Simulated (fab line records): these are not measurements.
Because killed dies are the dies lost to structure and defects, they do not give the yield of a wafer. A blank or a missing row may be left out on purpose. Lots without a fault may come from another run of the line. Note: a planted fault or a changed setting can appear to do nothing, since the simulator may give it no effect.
Chamber matching | flow n5Finfet | 3 sister chambers for N5_FIN_SAQP_HM_DEP_72 on pecvd-04
The step deposits SiO2 from SiH4/N2O, target thk 12 nm, time 7.2 s. 20 wafers are shown with their chamber, then 10 later ones without.

WAFERS WITH THEIR CHAMBER
wafer  | chamber | showerheadPlenumPTorr (Torr) | heaterPowerW (W) | chamberPressureTorr (Torr)
L074.4 | 2       | 8.13                         | 636              | 0.7500
L074.5 | 1       | 7.98                         | 832              | 0.7526
L074.6 | 0       | 8.19                         | 742              | 0.7486
L075.2 | 2       | 8.12                         | 674              | 0.7489
L075.3 | 1       | 8.01                         | 889              | 0.7502
L075.4 | 0       | 8.17                         | 722              | 0.7511
L078.1 | 0       | 8.20                         | 807              | 0.7464
L078.2 | 1       | 8.00                         | 863              | 0.7508
L078.4 | 2       | 8.11                         | 758              | 0.7503
L080.1 | 0       | 8.19                         | 691              | 0.7483
L080.5 | 1       | 8.02                         | 842              | 0.7498
L080.6 | 2       | 8.12                         | 721              | 0.7477
L081.2 | 2       | 8.12                         | 715              | 0.7497
L081.3 | 1       | 8.02                         | 892              | 0.7491
L081.5 | 0       | 8.19                         | 714              | 0.7518
L083.1 | 2       | 8.11                         | 734              | 0.7495
L083.2 | 0       | 8.19                         | 801              | 0.7488
L083.5 | 2       | 8.13                         | 748              | 0.7506
L084.1 | 0       | 8.19                         | 663              | 0.7487
L084.2 | 2       | 8.11                         | 735              | 0.7476

SIGNATURES (means of the wafers above)
reading               | chamber 0 | chamber 1 | chamber 2 | scatter within a chamber
showerheadPlenumPTorr | 8.1886    | 8.0060    | 8.1188    | 0.0111
heaterPowerW          | 734.29    | 863.60    | 715.12    | 43.3
chamberPressureTorr   | 0.749100  | 0.750500  | 0.749287  | 0.00145
Rule: a wafer lies at a distance from a chamber equal to the root of the sum of squares, over the readings, of (its reading less the chamber's mean, divided by the reading's scatter). If the next closest chamber is less than 2 further off than the closest, the wafer can't be placed; otherwise it belongs to the closest. The scatter: the root of (the sum of the squares of (reading less its chamber's mean) over the shown wafers, divided by (wafers less chambers)).

WAFERS MISSING THEIR CHAMBER
wafer  | showerheadPlenumPTorr (Torr) | heaterPowerW (W) | chamberPressureTorr (Torr)
L084.4 | 8.19                         | 694              | 0.7516
L090.3 | 8.16                         | 749              | 0.7479
L090.5 | 8.01                         | 839              | 0.7510
L090.6 | 8.11                         | 732              | 0.7507
L093.2 | 8.13                         | 682              | 0.7490
L093.4 | 8.19                         | 788              | 0.7480
L093.6 | 8.01                         | 859              | 0.7480
L097.1 | 8.19                         | 752              | 0.7546
L097.3 | 8.13                         | 666              | 0.7502
L097.5 | 7.99                         | 988              | 0.7491

WHICH CHAMBER EACH WENT THROUGH
wafer  | from the rows above     | in truth
L084.4 | 0                       | 0
L090.3 | can't be placed: 0 or 2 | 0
L090.5 | 1                       | 1
L090.6 | 2                       | 2
L093.2 | 2                       | 2
L093.4 | 0                       | 0
L093.6 | 1                       | 1
L097.1 | 0                       | 0
L097.3 | 2                       | 2
L097.5 | 1                       | 1
Correct placement for 9 of the 10. Can't be placed from these rows: 1 (the true chamber is among the candidates in 1). Number placed wrongly: 0.
